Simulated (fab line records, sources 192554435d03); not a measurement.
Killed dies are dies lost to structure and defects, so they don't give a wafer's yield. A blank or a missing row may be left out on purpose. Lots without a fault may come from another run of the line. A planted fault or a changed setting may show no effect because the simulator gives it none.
fab line records | flow n5_finfet
record lots=24 wafers=72 last_day=19
route steps=1938 shown BEOL_M2@858
lots that met no fault: from a run of the same line without faults
start_h: hours from the record's first day to the start of the lot's first wafer shown | wait_h: hours since the lot's step before | " the same as in the row above | L1.1+2: a row that stands for several wafers | - no value, or no start given | * or withheld: withheld | < > ~ a bound
route shown NAME@n: a module of which the file shows steps, and the number in the route of the first | usual: mean/standard deviation of fault-free wafers | same: alike in all rows | chamber/n: place in a boat | sites: the reading at each site | _std_site: their standard deviation | _edge_site: outer sites' mean less inner sites' | radius_mm: how far each site lies from the wafer's centre | mask NAME#n: copy n | behind: the tool/chamber that last shaped the wafer | hold: why the lot was held/for how many hours/how that ended | device: the transistor (n, p or np) that didn't switch | end of line: the same wafers' tests at the end of the route | a step without rows: its recipe alone | killed: dies lost to structure and defects at the first sort, not the wafer's yield | map: a wafer's dies, x killed, . not, _ none there
set.NAME: the setting as run; set.NAME@STEP: as run at that earlier step | model.NAME: the simulator's own value behind a step, which no gauge read
steps of the route over a sample of lots; a table a step, a row a wafer
services: from which hour (start_h, from the record's first day; less than 0 if before it) a tool's chamber was out of use, for how many hours, and why
## steps
# step N5_BEOL_M2_ETCH_74
# recipe chemistry=N2/H2 target=underlayer target_depth_a=65 mask_material=CAR-EUV time_s=5.2 ion_energy_ev=200 pressure_mtorr=30 source_w=840 bias_w=150 n2_flow_sccm=200 h2_flow_sccm=200 ends=cleared
# usual chamber_pressure_mTorr=30.00/0.042 drypump_motor_current_A=5.9/0.36 etch_rf_on_time_s=5.18/0.06 oes_product_au=0.68/0.075 rf_vpp_V=525/3.7 showerhead_plenum_p_Torr=2.57/0.13 throttle_valve_pct=17.81/0.18
# columns lot.wafer tool chamber start_h wait_h chamber_pressure_mTorr drypump_motor_current_A etch_rf_on_time_s oes_product_au rf_hours_counter_h rf_vpp_V showerhead_plenum_p_Torr throttle_valve_pct
L074.1 rie_diel-04 0 139.39 0.0 30.01 6.4 5.10 0.78 30 529 2.70 17.56
L074.2 " 3 " " 29.98 6.0 5.07 0.64 186 522 2.53 17.80
L074.3 " 1 " " 29.95 6.1 5.25 0.62 197 521 2.41 17.68
L075.1 rie_diel-04 3 140.84 0.0 30.02 6.0 5.12 0.63 187 524 2.53 17.78
L075.4 " 0 " " 29.92 6.4 5.11 0.79 30 528 2.70 17.56
L075.5 " 1 " " 30.05 6.1 5.23 0.62 - 520 2.41 17.71
L076.1 rie_diel-05 1 144.70 0.0 30.03 5.4 5.17 0.65 128 519 2.35 18.02
L076.5 " 3 " " 30.04 6.3 5.14 0.61 - 524 2.62 18.14
L076.6 " 0 " " 30.11 5.6 5.21 0.65 - 526 2.65 17.65
L077.2 rie_diel-05 1 152.77 0.0 29.98 5.4 5.22 0.65 130 521 2.35 18.03
L077.3 " 2 " " 29.97 5.8 5.20 0.82 4 527 2.72 17.66
L077.6 " 1 " " 29.99 5.4 5.23 0.66 - 517 2.35 18.01
L078.2 rie_diel-02 2 153.32 0.0 29.91 6.4 5.27 0.57 236 526 2.51 18.13
L078.5 " 1 " " 30.05 5.5 5.26 0.70 - 525 2.68 17.70
L078.6 " 2 " " 30.03 6.4 5.21 0.58 - 523 2.51 18.13
L079.3 rie_diel-02 3 166.28 0.0 29.95 5.9 5.31 0.63 182 526 2.64 17.77
L079.4 " 0 " " 29.99 5.3 5.15 0.75 34 527 2.70 17.60
L079.6 " 2 " " 30.01 6.4 5.26 0.57 - 524 2.51 18.13
L080.1 rie_diel-05 2 177.62 0.0 30.05 5.8 5.14 0.79 12 529 2.72 17.66
L080.2 " 0 " " 30.11 5.6 5.20 0.64 164 526 2.64 17.68
L080.6 " 0 " " 29.94 5.6 5.21 0.64 - 527 2.64 17.66
L081.1 rie_diel-05 2 182.40 0.0 29.99 5.8 5.20 0.77 14 532 2.72 17.67
L081.3 " 1 " " 30.00 5.4 5.27 0.64 139 519 2.34 18.04
L081.6 " 2 " " 30.01 5.8 5.16 0.79 - 530 2.72 17.66
L082.1 rie_diel-04 3 182.65 0.0 30.00 6.0 5.14 0.62 201 522 2.52 17.82
L082.2 " 2 " " 29.97 6.2 5.20 0.74 57 523 2.48 17.98
L082.6 " 3 " " 30.04 6.0 5.11 0.63 - 523 2.52 17.84
L083.1 rie_diel-04 3 196.86 0.0 30.01 6.0 5.13 0.62 205 525 2.52 17.82
L083.3 " 0 " " 30.05 6.4 5.14 0.73 50 527 2.69 17.62
L083.5 " 2 " " 29.95 6.1 5.16 0.72 - 523 2.48 18.03
L084.1 rie_diel-05 1 201.81 0.0 30.05 5.4 5.26 0.64 144 518 2.34 18.05
L084.2 " 3 " " 30.05 6.3 5.18 0.60 245 526 2.61 18.16
L084.5 " 1 " " 30.07 5.4 5.18 0.64 - 515 2.34 18.05
L085.1 rie_diel-02 0 209.33 0.0 29.95 5.3 5.11 0.71 49 529 2.70 17.59
L085.2 " 1 " " 29.98 5.5 5.20 0.68 93 528 2.67 17.75
L085.6 " 0 " " 30.10 5.3 5.12 0.73 - 529 2.70 17.61
L086.1 rie_diel-05 0 209.65 0.0 30.08 5.5 5.24 0.64 173 526 2.64 17.69
L086.4 " 2 " " 29.97 5.8 5.16 0.78 21 529 2.71 17.68
L086.5 " 1 " " 29.98 5.4 5.24 0.64 - 519 2.34 18.06
L088.1 rie_diel-05 1 216.04 0.0 29.96 5.4 5.16 0.63 148 517 2.34 18.03
L088.2 " 3 " " 29.96 6.3 5.13 0.60 249 525 2.61 18.17
L088.5 " 1 " " 29.98 5.4 5.19 0.64 - 518 2.34 18.04
L087.1 rie_diel-02 0 216.20 0.0 29.96 5.3 5.08 0.71 52 526 2.70 17.63
L087.5 " 1 " " 29.96 5.5 5.18 0.68 - 527 2.67 17.74
L087.6 " 0 " " 29.97 5.3 5.06 0.71 - 529 2.69 17.62
L090.1 rie_diel-02 3 227.76 0.0 30.02 5.9 5.30 0.61 206 525 2.63 17.81
L090.4 " 2 " " 29.98 6.4 5.14 0.84 4 524 2.50 17.73
L090.5 " 3 " " 30.00 5.9 5.28 0.61 - 523 2.63 17.81
L089.1 rie_diel-02 1 229.76 0.0 30.02 5.5 5.21 0.69 101 525 2.67 17.72
L089.2 " 0 " " 30.03 5.3 5.08 0.71 57 528 2.69 17.64
L089.5 " 2 " " 30.01 6.4 5.08 0.83 - 522 2.50 17.72
L091.3 rie_diel-02 0 234.72 0.0 30.00 5.3 5.13 0.70 59 529 2.69 17.60
L091.4 " 3 " " 30.02 5.9 5.26 0.60 208 527 2.63 17.82
L091.5 " 2 " " 30.04 6.4 5.11 0.83 - 520 2.50 17.74
L092.1 rie_diel-04 1 238.14 0.0 29.97 6.1 5.21 0.60 235 520 2.40 17.73
L092.3 " 3 " " 29.99 6.0 5.10 0.61 221 524 2.51 17.85
L092.5 " 0 " " 30.03 6.4 5.07 0.73 - 530 2.68 17.63
L093.3 rie_diel-04 1 245.91 0.0 29.92 6.1 5.30 0.59 238 520 2.40 17.75
L093.5 " 1 " " 29.92 6.1 5.23 0.59 - 520 2.40 17.76
L093.6 " 2 " " 29.97 6.1 5.17 0.71 - 520 2.47 18.04
L094.1 rie_diel-05 3 248.59 0.0 30.01 6.3 5.13 0.82 2 524 2.61 17.73
L094.2 " 1 " " 30.06 5.4 5.26 0.63 161 517 2.33 18.10
L094.4 " 0 " " 30.04 5.6 5.18 0.62 188 527 2.63 17.71
L095.2 rie_diel-05 2 256.16 0.0 29.97 5.8 5.12 0.74 39 528 2.70 17.73
L095.5 " 0 " " 29.99 5.5 5.16 0.63 - 528 2.63 17.73
L095.6 " 1 " " 29.92 5.4 5.24 0.63 - 519 2.33 18.09
L096.1 rie_diel-05 1 263.99 0.0 30.00 5.4 5.23 0.63 166 519 2.33 18.07
L096.2 " 0 " " 30.05 5.6 5.20 0.63 192 526 2.63 17.72
L096.3 " 3 " " 29.96 6.4 5.17 0.80 6 529 2.61 17.75
L097.2 rie_diel-05 0 266.86 0.0 29.98 5.6 5.21 0.63 193 525 2.63 17.72
L097.4 " 3 " " 30.02 6.3 5.11 0.80 8 527 2.61 17.72
L097.6 " 1 " " 29.99 5.4 5.30 0.61 - 519 2.33 18.10
# step N5_BEOL_M2_OVL_MEAS_29
# recipe points_per_wafer=522
# usual V1_OVL=0.5/0.63
# columns lot.wafer tool chamber start_h wait_h V1_OVL[nm]
L074.1 overlay-01 0 140.29 0.0 -0.4
L074.2 " 0 " " 0.1
L074.3 " 0 " " 0.3
L075.1 overlay-02 0 141.71 0.0 0.7
L075.4 " 0 " " 0.2
L075.5 " 0 " " 0.0
L076.1 overlay-02 0 145.58 0.0 0.0
L076.5 " 0 " " -0.3
L076.6 " 0 " " -0.3
L077.2 overlay-02 0 153.53 0.0 1.0
L077.3 " 0 " " -0.4
L077.6 " 0 " " 1.2
L078.2 overlay-02 0 154.07 0.0 0.8
L078.5 " 0 " " 1.3
L078.6 " 0 " " 0.6
L079.3 overlay-01 0 167.11 0.0 1.3
L079.4 " 0 " " 0.7
L079.6 " 0 " " 1.3
L080.1 overlay-01 0 178.57 0.0 1.2
L080.2 " 0 " " 0.8
L080.6 " 0 " " 1.6
L081.1 overlay-02 0 183.26 0.0 -0.3
L081.3 " 0 " " 0.5
L081.6 " 0 " " 0.9
L082.1 overlay-02 0 183.58 0.0 0.5
L082.2 " 0 " " 0.1
L082.6 " 0 " " 0.2
L083.1 overlay-01 0 197.75 0.0 -0.3
L083.3 " 0 " " 0.0
L083.5 " 0 " " 0.3
L084.1 overlay-01 0 202.55 0.0 0.2
L084.2 " 0 " " 0.1
L084.5 " 0 " " -0.6
L085.1 overlay-02 0 210.22 0.0 0.5
L085.2 " 0 " " 1.3
L085.6 " 0 " " -0.7
L086.1 overlay-02 0 210.41 0.0 1.1
L086.4 " 0 " " 0.5
L086.5 " 0 " " 0.6
L088.1 overlay-02 0 216.92 0.0 1.0
L088.2 " 0 " " -0.2
L088.5 " 0 " " 1.3
L087.1 overlay-01 0 217.17 0.0 0.4
L087.5 " 0 " " -0.1
L087.6 " 0 " " 2.3
L090.1 overlay-01 0 228.64 0.0 0.2
L090.4 " 0 " " 0.0
L090.5 " 0 " " 0.6
L089.1 overlay-01 0 230.66 0.0 0.8
L089.2 " 0 " " 0.2
L089.5 " 0 " " 0.3
L091.3 overlay-01 0 235.48 0.0 1.4
L091.4 " 0 " " 1.4
L091.5 " 0 " " 0.8
L092.1 overlay-01 0 239.11 0.0 1.4
L092.3 " 0 " " 0.5
L092.5 " 0 " " 0.6
L093.3 overlay-01 0 246.80 0.0 -0.5
L093.5 " 0 " " -0.3
L093.6 " 0 " " 0.1
L094.1 overlay-01 0 249.47 0.0 0.4
L094.2 " 0 " " 0.5
L094.4 " 0 " " 0.6
L095.2 overlay-02 0 256.91 0.0 1.4
L095.5 " 0 " " 1.2
L095.6 " 0 " " 1.0
L096.1 overlay-02 0 264.84 0.0 0.2
L096.2 " 0 " " 1.3
L096.3 " 0 " " 0.8
L097.2 overlay-01 0 267.63 0.0 0.2
L097.4 " 0 " " 0.4
L097.6 " 0 " " 0.5
# step N5_BEOL_M2_ANNEAL_89
# recipe temp_c=400 time_s=240 ambient=vacuum
# usual heater_power_w=809/77
# columns lot.wafer tool chamber start_h wait_h heater_power_w
L074.1 pvd_sputter-01 - 149.45 0.0 895
L074.2 " - " " 796
L074.3 " - " " 803
L075.1 pvd_sputter-03 - 151.48 0.0 861
L075.4 " - " " 820
L075.5 " - " " 742
L076.1 pvd_sputter-01 - 154.24 0.0 779
L076.5 " - " " 789
L076.6 " - " " 911
L077.2 pvd_sputter-01 - 170.83 0.0 823
L077.3 " - " " 817
L077.6 " - " " 794
L078.2 pvd_sputter-03 - 172.20 0.0 750
L078.5 " - " " 739
L078.6 " - " " 745
L079.3 pvd_sputter-02 - 175.69 0.0 736
L079.4 " - " " 938
L079.6 " - " " 971
L080.1 pvd_sputter-01 - 182.56 0.0 804
L080.2 " - " " 718
L080.6 " - " " 779
L081.1 pvd_sputter-02 - 199.12 0.0 997
L081.3 " - " " 884
L081.6 " - " " 899
L082.1 pvd_sputter-03 - 207.83 0.0 819
L082.2 " - " " 727
L082.6 " - " " 753
L083.1 pvd_sputter-01 - 212.96 0.0 772
L083.3 " - " " 807
L083.5 " - " " 817
L084.1 pvd_sputter-02 - 214.49 0.0 798
L084.2 " - " " 956
L084.5 " - " " 995
L086.1 pvd_sputter-01 - 215.04 0.0 801
L086.4 " - " " 787
L086.5 " - " " 770
L085.1 pvd_sputter-02 - 223.88 0.0 904
L085.2 " - " " 972
L085.6 " - " " 747
L088.1 pvd_sputter-03 - 236.08 0.0 742
L088.2 " - " " 774
L088.5 " - " " 742
L087.1 pvd_sputter-01 - 236.18 0.0 732
L087.5 " - " " 807
L087.6 " - " " 721
L090.1 pvd_sputter-03 - 237.92 0.0 758
L090.4 " - " " 823
L090.5 " - " " 730
L089.1 pvd_sputter-03 - 240.02 0.0 762
L089.2 " - " " 817
L089.5 " - " " 811
L091.3 pvd_sputter-02 - 265.29 0.0 797
L091.4 " - " " 974
L091.5 " - " " 981
L092.1 pvd_sputter-03 - 266.32 0.0 719
L092.3 " - " " 763
L092.5 " - " " 754
L093.3 pvd_sputter-03 - 268.16 0.0 819
L093.5 " - " " 821
L093.6 " - " " 852
L094.1 pvd_sputter-01 - 269.94 0.0 808
L094.2 " - " " 904
L094.4 " - " " 734
L095.2 pvd_sputter-03 - 273.62 0.0 728
L095.5 " - " " 762
L095.6 " - " " 744
L096.1 pvd_sputter-02 - 279.31 0.0 794
L096.2 " - " " 727
L096.3 " - " " 895
L097.2 pvd_sputter-03 - 298.30 0.0 871
L097.4 " - " " 759
L097.6 " - " " 754
# step N5_BEOL_M2_SPUTTER_92
# recipe material=Cu target_thk_a=45 temp_c=-20 chamber_pressure_pa=0.07 power_w=withheld time_s=8.29
# usual throttle_valve_pct=30.2/1
# columns lot.wafer tool chamber start_h wait_h throttle_valve_pct
L074.1 pvd_sputter-01 - 149.81 0.1 29.4
L074.2 " - " " 30.8
L074.3 " - " " 27.7
L075.1 pvd_sputter-03 - 151.84 0.1 30.2
L075.4 " - " " 30.8
L075.5 " - " " 30.6
L076.1 pvd_sputter-01 - 154.60 0.1 30.7
L076.5 " - " " 30.8
L076.6 " - " " 29.0
L077.2 pvd_sputter-01 - 171.19 0.1 27.5
L077.3 " - " " 30.9
L077.6 " - " " 30.7
L078.2 pvd_sputter-03 - 172.56 0.1 30.3
L078.5 " - " " 30.7
L078.6 " - " " 30.4
L079.3 pvd_sputter-02 - 176.05 0.1 29.4
L079.4 " - " " 29.0
L079.6 " - " " 31.1
L080.1 pvd_sputter-01 - 182.92 0.1 27.6
L080.2 " - " " 30.1
L080.6 " - " " 30.8
L081.1 pvd_sputter-02 - 199.48 0.1 31.7
L081.3 " - " " 29.1
L081.6 " - " " 29.0
L082.1 pvd_sputter-03 - 208.19 0.1 30.8
L082.2 " - " " 30.6
L082.6 " - " " 30.6
L083.1 pvd_sputter-01 - 213.32 0.1 28.0
L083.3 " - " " 30.8
L083.5 " - " " 30.6
L084.1 pvd_sputter-02 - 214.85 0.1 31.7
L084.2 " - " " 31.5
L084.5 " - " " 31.6
L086.1 pvd_sputter-01 - 215.40 0.1 27.6
L086.4 " - " " 30.6
L086.5 " - " " 30.5
L085.1 pvd_sputter-02 - 224.24 0.1 28.9
L085.2 " - " " 31.4
L085.6 " - " " 29.5
L088.1 pvd_sputter-03 - 236.44 0.1 30.8
L088.2 " - " " 30.1
L088.5 " - " " 30.6
L087.1 pvd_sputter-01 - 236.54 0.1 30.1
L087.5 " - " " 27.8
L087.6 " - " " 30.1
L090.1 pvd_sputter-03 - 238.28 0.1 30.2
L090.4 " - " " 31.1
L090.5 " - " " 30.7
L089.1 pvd_sputter-03 - 240.38 0.1 30.6
L089.2 " - " " 30.9
L089.5 " - " " 31.1
L091.3 pvd_sputter-02 - 265.65 0.1 31.6
L091.4 " - " " 31.6
L091.5 " - " " 31.6
L092.1 pvd_sputter-03 - 266.68 0.1 30.7
L092.3 " - " " 30.3
L092.5 " - " " 30.8
L093.3 pvd_sputter-03 - 268.52 0.1 30.9
L093.5 " - " " 31.0
L093.6 " - " " 30.2
L094.1 pvd_sputter-01 - 270.30 0.1 27.7
L094.2 " - " " 29.1
L094.4 " - " " 30.1
L095.2 pvd_sputter-03 - 273.98 0.1 30.6
L095.5 " - " " 30.3
L095.6 " - " " 30.7
L096.1 pvd_sputter-02 - 279.67 0.1 31.6
L096.2 " - " " 29.5
L096.3 " - " " 29.1
L097.2 pvd_sputter-03 - 298.66 0.1 29.9
L097.4 " - " " 30.3
L097.6 " - " " 30.6
# step N5_BEOL_M2_ANNEAL_51
# recipe temp_c=225 time_s=90 ambient=N2
# usual wafer_temp_C_max=226.3/0.39
# columns lot.wafer tool chamber start_h wait_h wafer_temp_C_max
L074.1 rtp_anneal-02 0 150.45 0.1 226.2
L074.2 " 0 " " 226.2
L074.3 " 0 " " 226.7
L075.1 rtp_anneal-02 0 152.55 0.1 226.5
L075.4 " 0 " " 227.4
L075.5 " 0 " " 226.8
L076.1 rtp_anneal-01 0 155.24 0.1 225.7
L076.5 " 0 " " 225.9
L076.6 " 0 " " 226.2
L077.2 rtp_anneal-02 0 171.87 0.1 226.4
L077.3 " 0 " " 226.9
L077.6 " 0 " " 226.3
L078.2 rtp_anneal-01 0 173.24 0.1 226.0
L078.5 " 0 " " 225.6
L078.6 " 0 " " 226.3
L079.3 rtp_anneal-01 0 176.77 0.1 226.2
L079.4 " 0 " " 226.0
L079.6 " 0 " " 226.0
L080.1 rtp_anneal-01 0 183.56 0.1 225.6
L080.2 " 0 " " 225.8
L080.6 " 0 " " 225.8
L081.1 rtp_anneal-01 0 200.11 0.1 226.1
L081.3 " 0 " " 226.0
L081.6 " 0 " " 226.2
L082.1 rtp_anneal-02 0 208.82 0.1 226.7
L082.2 " 0 " " 226.7
L082.6 " 0 " " 227.1
L083.1 rtp_anneal-02 0 214.10 0.2 226.7
L083.3 " 0 " " 226.4
L083.5 " 0 " " 226.5
L084.1 rtp_anneal-01 0 215.49 0.1 226.1
L084.2 " 0 " " 226.0
L084.5 " 0 " " 226.4
L086.1 rtp_anneal-02 0 216.04 0.1 226.5
L086.4 " 0 " " 226.7
L086.5 " 0 " " 226.7
L085.1 rtp_anneal-02 0 224.88 0.1 226.9
L085.2 " 0 " " 226.7
L085.6 " 0 " " 226.9
L088.1 rtp_anneal-01 0 237.07 0.1 225.9
L088.2 " 0 " " 226.0
L088.5 " 0 " " 226.0
L087.1 rtp_anneal-02 0 237.18 0.1 226.4
L087.5 " 0 " " 226.5
L087.6 " 0 " " 226.9
L090.1 rtp_anneal-02 0 238.96 0.1 227.2
L090.4 " 0 " " 226.8
L090.5 " 0 " " 226.9
L089.1 rtp_anneal-01 0 241.01 0.1 226.3
L089.2 " 0 " " 226.0
L089.5 " 0 " " 225.9
L091.3 rtp_anneal-01 0 266.38 0.1 225.5
L091.4 " 0 " " 225.7
L091.5 " 0 " " 226.0
L092.1 rtp_anneal-02 0 267.58 0.3 226.3
L092.3 " 0 " " 226.2
L092.5 " 0 " " 226.9
L093.3 rtp_anneal-01 0 269.24 0.1 226.4
L093.5 " 0 " " 226.0
L093.6 " 0 " " 226.1
L094.1 rtp_anneal-01 0 270.93 0.1 225.9
L094.2 " 0 " " 225.9
L094.4 " 0 " " 226.1
L095.2 rtp_anneal-01 0 274.66 0.1 226.1
L095.5 " 0 " " 226.0
L095.6 " 0 " " 226.6
L096.1 rtp_anneal-02 0 280.31 0.1 226.3
L096.2 " 0 " " 226.4
L096.3 " 0 " " 226.3
L097.2 rtp_anneal-02 0 299.34 0.1 227.4
L097.4 " 0 " " 226.5
L097.6 " 0 " " 226.8
# step N5_BEOL_M2_RS_MEAS_58
# recipe thk_meas_gauge=four-point-probe reads=Co_of_BEOL_M2_CO_CAP_55+Cu_of_BEOL_M2_ECD_50+Co_of_BEOL_M2_CVD_47+TaN_of_BEOL_M2_ALD_84
# usual M2_RS=0.677/0.03
# columns lot.wafer tool chamber start_h wait_h M2_RS[ohm/sq]
L074.1 film_metro-01 - 151.30 0.0 0.651
L074.2 " - " " 0.659
L074.3 " - " " 0.613
L075.1 film_metro-02 - 153.47 0.0 0.731
L075.4 " - " " 0.663
L075.5 " - " " 0.715
L076.1 film_metro-01 - 156.12 0.1 0.744
L076.5 " - " " 0.696
L076.6 " - " " 0.694
L077.2 film_metro-02 - 172.68 0.1 0.650
L077.3 " - " " 0.681
L077.6 " - " " 0.709
L078.2 film_metro-02 - 174.05 0.1 0.655
L078.5 " - " " 0.704
L078.6 " - " " 0.681
L079.3 film_metro-02 - 177.53 0.1 0.676
L079.4 " - " " 0.693
L079.6 " - " " 0.728
L080.1 film_metro-01 - 184.41 0.0 0.734
L080.2 " - " " 0.735
L080.6 " - " " 0.712
L081.1 film_metro-01 - 200.99 0.0 0.701
L081.3 " - " " 0.690
L081.6 " - " " 0.681
L082.1 film_metro-02 - 209.68 0.0 0.677
L082.2 " - " " 0.665
L082.6 " - " " 0.663
L083.1 film_metro-01 - 214.98 0.1 0.693
L083.3 " - " " 0.665
L083.5 " - " " 0.692
L084.1 film_metro-01 - 217.27 0.0 0.693
L084.2 " - " " 0.692
L084.5 " - " " 0.670
L086.1 film_metro-01 - 217.38 0.0 0.669
L086.4 " - " " 0.665
L086.5 " - " " 0.681
L085.1 film_metro-02 - 225.74 0.0 0.683
L085.2 " - " " 0.655
L085.6 " - " " 0.660
L088.1 film_metro-02 - 237.92 0.0 0.717
L088.2 " - " " 0.702
L088.5 " - " " 0.667
L087.1 film_metro-01 - 238.03 0.0 0.634
L087.5 " - " " 0.630
L087.6 " - " " 0.657
L090.1 film_metro-02 - 239.81 0.0 0.682
L090.4 " - " " 0.682
L090.5 " - " " 0.686
L089.1 film_metro-01 - 242.24 0.0 0.712
L089.2 " - " " 0.660
L089.5 " - " " 0.721
L091.3 film_metro-01 - 267.14 0.1 0.655
L091.4 " - " " 0.646
L091.5 " - " " 0.675
L092.1 film_metro-01 - 268.44 0.0 0.678
L092.3 " - " " 0.654
L092.5 " - " " 0.640
L093.3 film_metro-01 - 270.01 0.1 0.673
L093.5 " - " " 0.649
L093.6 " - " " 0.690
L094.1 film_metro-01 - 271.79 0.1 0.694
L094.2 " - " " 0.728
L094.4 " - " " 0.670
L095.2 film_metro-01 - 275.47 0.1 0.680
L095.5 " - " " 0.715
L095.6 " - " " 0.718
L096.1 film_metro-02 - 281.19 0.1 0.670
L096.2 " - " " 0.682
L096.3 " - " " 0.676
L097.2 film_metro-01 - 300.15 0.1 0.725
L097.4 " - " " 0.676
L097.6 " - " " 0.636
## services
# columns tool chamber start_h hours kind
pvd_sputter-03 - 186.76 4.3 repair
rie_diel-02 2 193.76 - clean
rie_diel-02 2 193.76 - consumable_replace:focus_ring
rie_diel-02 2 193.76 21.7 scheduled_down
rie_diel-02 2 193.76 21.7 vent_cycle
rie_diel-05 3 226.36 1.8 repair
rie_diel-05 3 228.48 - clean
rie_diel-05 3 228.48 - consumable_replace:focus_ring
rie_diel-05 3 228.48 13.1 scheduled_down
rie_diel-05 3 228.48 13.1 vent_cycle
rie_diel-05 0 267.67 7.6 repair
rie_diel-04 1 277.22 - clean
rie_diel-04 1 277.22 - consumable_replace:focus_ring
rie_diel-04 1 277.22 - consumable_replace:showerhead
rie_diel-04 1 277.22 13.6 scheduled_down
rie_diel-04 1 277.22 13.6 vent_cycle
## key
fault none
